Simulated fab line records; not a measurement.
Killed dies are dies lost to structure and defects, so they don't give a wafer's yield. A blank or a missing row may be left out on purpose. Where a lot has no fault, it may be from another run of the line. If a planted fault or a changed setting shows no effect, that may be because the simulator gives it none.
What tool caused it?	flow n5Finfet	23 lots, 69 wafers sampled, at 5 steps of a route of 1938

## WHAT THE GAUGES SHOWED, per wafer
N5_BEOL_M11_RS_MEAS_57: measurement is done with a four-point probe. Usual: M11_RS 0.152 ohm/sq, standard deviation 0.0035.
lot	measured	on	M11_RS (ohm/sq)	flag
L075	day 11 11:27	filmMetro-02	0.148 0.152 0.148	
L074	day 11 09:23	filmMetro-01	0.152 0.153 0.149	
L079	day 12 01:37	filmMetro-01	0.148 0.155 0.152	
L077	day 12 14:47	filmMetro-01	0.157 0.154 0.149	
L078	day 12 21:58	filmMetro-02	0.147 0.156 0.148	
L081	day 13 04:53	filmMetro-02	0.154 0.156 0.154	
L080	day 13 09:55	filmMetro-01	0.149 0.148 0.146	
L082	day 13 13:26	filmMetro-01	0.150 0.150 0.150	
L083	day 13 14:26	filmMetro-02	0.149 0.153 0.146	
L084	day 13 17:04	filmMetro-01	0.152 0.154 0.156	
L085	day 13 19:15	filmMetro-01	0.152 0.151 0.155	
L086	day 14 14:38	filmMetro-01	0.156 0.152 0.155	
L087	day 14 21:11	filmMetro-02	0.153 0.150 0.147	
L090	day 15 00:31	filmMetro-01	0.154 0.149 0.153	
L088	day 15 04:34	filmMetro-02	0.148 0.151 0.150	
L089	day 15 04:53	filmMetro-02	0.151 0.152 0.151	
L092	day 15 12:01	filmMetro-01	0.153 0.152 0.149	
L091	day 15 17:56	filmMetro-01	0.152 0.153 0.155	
L093	day 16 00:23	filmMetro-02	0.150 0.145 0.154	
L095	day 16 07:58	filmMetro-02	0.146 0.152 0.159	
L094	day 16 08:16	filmMetro-01	0.149 0.151 0.152	
L096	day 17 10:19	filmMetro-01	0.148 0.157 0.153	
L097	day 18 21:32	filmMetro-02	0.152 0.154 0.152	

N5_BEOL_M11_INSPECT_58: inspects for defects (darkfield). Usual: 68 for rawDefectCount, sd 20.
lot	measured	on	rawDefectCount	flag
L075	day 11 11:28	defectInspect-01	59 85 55	
L074	day 11 09:25	defectInspect-02	64 66 49	
L079	day 12 01:38	defectInspect-02	58 53 15	
L077	day 12 14:49	defectInspect-01	43 45 98	
L078	day 12 22:00	defectInspect-02	62 58 87	
L081	day 13 04:55	defectInspect-01	82 43 64	
L080	day 13 09:56	defectInspect-01	63 74 101	
L082	day 13 13:28	defectInspect-01	75 32 51	
L083	day 13 14:27	defectInspect-01	67 74 43	
L084	day 13 17:05	defectInspect-01	92 63 72	
L085	day 13 19:16	defectInspect-01	117 69 57	
L086	day 14 14:40	defectInspect-01	65 44 76	
L087	day 14 21:13	defectInspect-01	82 58 82	
L090	day 15 00:33	defectInspect-02	113 46 47	
L088	day 15 04:35	defectInspect-02	81 87 113	
L089	day 15 04:55	defectInspect-02	56 75 80	
L092	day 15 12:02	defectInspect-02	161 69 83	
L091	day 15 17:58	defectInspect-01	63 84 120	
L093	day 16 00:25	defectInspect-01	37 55 64	
L095	day 16 07:59	defectInspect-02	63 93 43	
L094	day 16 08:17	defectInspect-02	69 80 69	
L096	day 17 10:20	defectInspect-01	58 57 58	
L097	day 18 21:34	defectInspect-02	77 72 113	

## WHICH TOOL RAN EACH LOT (tool, then ch and the chambers of the sampled wafers, then the start)
lot	N5_BEOL_M11_DESCUM_16	N5_BEOL_M11_STRIP_77	N5_BEOL_M11_SURFACE_TREAT_76
L075	rieDiel-03 ch 1,3, day 11 03:39	rieDiel-05 ch 1,3, day 11 10:17 or earlier	pvdSputter-02, day 11 10:17
L074	rieDiel-06 ch 1,2,3, day 11 03:49	rieDiel-06 ch 0,3, day 11 08:10 or earlier	pvdSputter-03, day 11 08:10
L079	rieDiel-06 ch 0,1,2, day 11 18:32	rieDiel-06 ch 0,1,2, day 11 23:14 or earlier	pvdSputter-01, day 11 23:14
L077	rieDiel-03 ch 0,2,3, day 12 10:06	rieDiel-06 ch 1,2,3, day 12 12:58 or earlier	pvdSputter-03, day 12 12:58
L078	rieDiel-05 ch 0,1,2, day 12 12:53	rieDiel-06 ch 1,3, day 12 19:14 or earlier	pvdSputter-02, day 12 19:14
L081	rieDiel-05 ch 1,2, day 12 23:02	rieDiel-06 ch 0,2,3, day 13 03:20 or earlier	pvdSputter-03, day 13 03:20
L080	rieDiel-06 ch 1,2, day 13 03:13	rieDiel-03 ch 0,1,2, day 13 08:08 or earlier	pvdSputter-03, day 13 08:08
L082	rieDiel-03 ch 0,1,3, day 13 07:50	rieDiel-03 ch 0,2, day 13 12:08 or earlier	pvdSputter-02, day 13 12:08
L083	rieDiel-03 ch 0,1, day 13 08:05	rieDiel-03 ch 1,2, day 13 12:49 or earlier	pvdSputter-02, day 13 12:49
L084	rieDiel-05 ch 2,3, day 13 12:52	rieDiel-06 ch 0,2,3, day 13 15:43 or earlier	pvdSputter-03, day 13 15:43
L085	rieDiel-03 ch 0,1, day 13 15:11	rieDiel-05 ch 0,1,2, day 13 18:01 or earlier	pvdSputter-01, day 13 18:01
L086	rieDiel-06 ch 0,1, day 14 08:50	rieDiel-06 ch 0,1,3, day 14 11:44 or earlier	pvdSputter-01, day 14 11:44
L087	rieDiel-05 ch 0,1,3, day 14 15:37	rieDiel-03 ch 0,1, day 14 19:36 or earlier	pvdSputter-01, day 14 19:36
L090	rieDiel-06 ch 2,3, day 14 20:42	rieDiel-05 ch 0,1,3, day 14 23:13 or earlier	pvdSputter-01, day 14 23:13
L088	rieDiel-06 ch 0,2,3, day 14 22:27	rieDiel-05 ch 1,3, day 15 03:20 or earlier	pvdSputter-02, day 15 03:20
L089	rieDiel-03 ch 0,1,2, day 14 22:41	rieDiel-06 ch 0,2, day 15 03:35 or earlier	pvdSputter-01, day 15 03:35
L092	rieDiel-03 ch 0,1,2, day 15 03:01	rieDiel-05 ch 1,3, day 15 10:49 or earlier	pvdSputter-02, day 15 10:49
L091	rieDiel-05 ch 2,3, day 15 11:08	rieDiel-05 ch 1,2,3, day 15 16:21 or earlier	pvdSputter-01, day 15 16:21
L093	rieDiel-06 ch 1,3, day 15 19:07	rieDiel-06 ch 0,1,3, day 15 22:52 or earlier	pvdSputter-01, day 15 22:52
L095	rieDiel-06 ch 1,3, day 16 02:55	rieDiel-03 ch 1,2,3, day 16 06:44 or earlier	pvdSputter-03, day 16 06:44
L094	rieDiel-03 ch 0,1,3, day 16 03:32	rieDiel-05 ch 0,1,2, day 16 06:50 or earlier	pvdSputter-01, day 16 06:50
L096	rieDiel-03 ch 2,3, day 17 05:43	rieDiel-06 ch 1,2,3, day 17 08:43 or earlier	pvdSputter-02, day 17 08:43
L097	rieDiel-05 ch 1,2,3, day 18 14:33	rieDiel-06 ch 0,2,3, day 18 19:25 or earlier	pvdSputter-01, day 18 19:25
- N5_BEOL_M11_DESCUM_16: chemistry O2, time 7.9 s.
- N5_BEOL_M11_STRIP_77: strips in N2/H2, time 10 s.
- N5_BEOL_M11_SURFACE_TREAT_76

## AS READ BY THE TOOLS THEMSELVES (means over the sampled wafers that have a number; for cases with no such wafer, the mark the record gives instead)
N5_BEOL_M11_DESCUM_16. Usual: chamberPressureMTorr 20.000 mTorr, standard deviation 0.019; drypumpMotorCurrentA 5.7 A, standard deviation 0.42; oesProductAu 0.76 a.u., standard deviation 0.049; rfVppV 243.0 V, standard deviation 1.5; showerheadPlenumPTorr 2.08 Torr, standard deviation 0.073; throttleValvePct 20.38 %, standard deviation 0.18.
lot	tool	chamberPressureMTorr (mTorr)	drypumpMotorCurrentA (A)	oesProductAu (a.u.)	rfVppV (V)	showerheadPlenumPTorr (Torr)	throttleValvePct (%)	flag
L075	rieDiel-03	19.984	5.2	0.83	243.7	2.14	20.31	
L074	rieDiel-06	19.994	5.7	0.76	243.2	2.07	20.52	
L079	rieDiel-06	20.024	5.8	0.75	242.9	2.07	20.49	
L077	rieDiel-03	20.003	5.6	0.76	243.9	2.09	20.28	
L078	rieDiel-05	20.005	5.6	0.79	243.0	2.08	20.41	
L081	rieDiel-05	20.004	5.9	0.85	243.2	2.07	20.28	
L080	rieDiel-06	19.999	5.7	0.77	241.3	1.98	20.60	
L082	rieDiel-03	19.997	5.3	0.78	242.6	2.10	20.32	
L083	rieDiel-03	20.003	5.4	0.80	241.4	2.04	20.24	
L084	rieDiel-05	20.007	5.7	0.77	243.3	2.10	20.43	
L085	rieDiel-03	20.004	5.4	0.80	242.5	2.04	20.23	
L086	rieDiel-06	19.995	5.8	0.72	243.3	2.07	20.34	
L087	rieDiel-05	19.993	6.1	0.75	242.7	2.07	20.48	
L090	rieDiel-06	19.984	5.9	0.74	243.8	2.12	20.62	
L088	rieDiel-06	20.027	5.9	0.72	243.8	2.13	20.46	
L089	rieDiel-03	19.997	5.7	0.75	241.5	2.03	20.22	
L092	rieDiel-03	20.004	5.6	0.75	242.1	2.03	20.24	
L091	rieDiel-05	20.013	5.7	0.75	243.1	2.10	20.45	
L093	rieDiel-06	19.993	5.6	0.72	243.1	2.07	20.41	
L095	rieDiel-06	20.001	5.6	0.72	242.2	2.07	20.41	
L094	rieDiel-03	19.986	5.3	0.76	244.0	2.09	20.35	
L096	rieDiel-03	20.010	5.8	0.72	242.5	2.04	20.24	
L097	rieDiel-05	20.005	5.8	0.77	242.7	2.07	20.40	

N5_BEOL_M11_STRIP_77. Usual: chamberPressureMTorr 19.995 mTorr, standard deviation 0.019; drypumpMotorCurrentA 5.7 A, standard deviation 0.43; oesProductAu 0.75 a.u., standard deviation 0.053; rfVppV 59.1 V, standard deviation 0.93; showerheadPlenumPTorr 2.52 Torr, standard deviation 0.094; throttleValvePct 23.6 %, standard deviation 0.31.
lot	tool	chamberPressureMTorr (mTorr)	drypumpMotorCurrentA (A)	oesProductAu (a.u.)	rfVppV (V)	showerheadPlenumPTorr (Torr)	throttleValvePct (%)	flag
L075	rieDiel-05	19.986	6.4	0.84	58.9	2.50	23.6	
L074	rieDiel-06	19.988	5.8	0.73	59.6	2.63	23.4	
L079	rieDiel-06	20.012	5.8	0.75	58.9	2.51	23.8	
L077	rieDiel-06	19.991	5.8	0.75	58.4	2.51	23.9	
L078	rieDiel-06	19.995	5.6	0.75	58.5	2.44	23.8	
L081	rieDiel-06	19.989	5.9	0.73	59.2	2.60	23.7	
L080	rieDiel-03	20.000	5.7	0.77	59.2	2.46	23.3	
L082	rieDiel-03	20.000	5.9	0.72	59.1	2.45	23.4	
L083	rieDiel-03	20.019	5.7	0.79	58.4	2.43	23.2	
L084	rieDiel-06	19.998	5.9	0.72	59.8	2.60	23.7	
L085	rieDiel-05	20.005	5.6	0.78	59.3	2.51	23.5	
L086	rieDiel-06	19.984	5.7	0.72	59.5	2.53	23.6	
L087	rieDiel-03	19.991	5.5	0.76	59.3	2.49	23.4	
L090	rieDiel-05	20.013	6.1	0.75	59.5	2.50	23.7	
L088	rieDiel-05	19.992	6.4	0.80	59.3	2.49	23.6	
L089	rieDiel-06	19.987	6.0	0.71	60.1	2.60	23.6	
L092	rieDiel-05	19.982	6.2	0.76	58.9	2.51	23.8	
L091	rieDiel-05	20.001	5.8	0.78	59.6	2.52	23.6	
L093	rieDiel-06	20.004	5.7	0.72	59.3	2.53	23.6	
L095	rieDiel-03	19.997	5.5	0.76	58.9	2.50	23.4	
L094	rieDiel-05	19.985	5.7	0.85	58.7	2.50	23.5	
L096	rieDiel-06	19.991	5.7	0.72	58.7	2.49	23.9	
L097	rieDiel-06	19.976	5.9	0.70	59.2	2.58	23.7	

## THE ANSWER, worked out from the rows above alone
Rule: a lot is off if the mean of its wafers that have a number lies more than 3 standard deviations from the usual mean. Also off: a lot with no number at a reading for which 4 or more lots have one. The other lots that the step has rows for count as sound. After the gauges, taken in route order, come the tools' own readings; for these a lot's mean is taken, as printed above. The first step at which some lot is off is used, and at that step the reading that is off furthest; a lot without a number counts as furthest.
No lot is off on any of the readings shown, so nothing can be concluded from this.

## WHAT HAD BEEN PUT IN BY THE SIMULATOR
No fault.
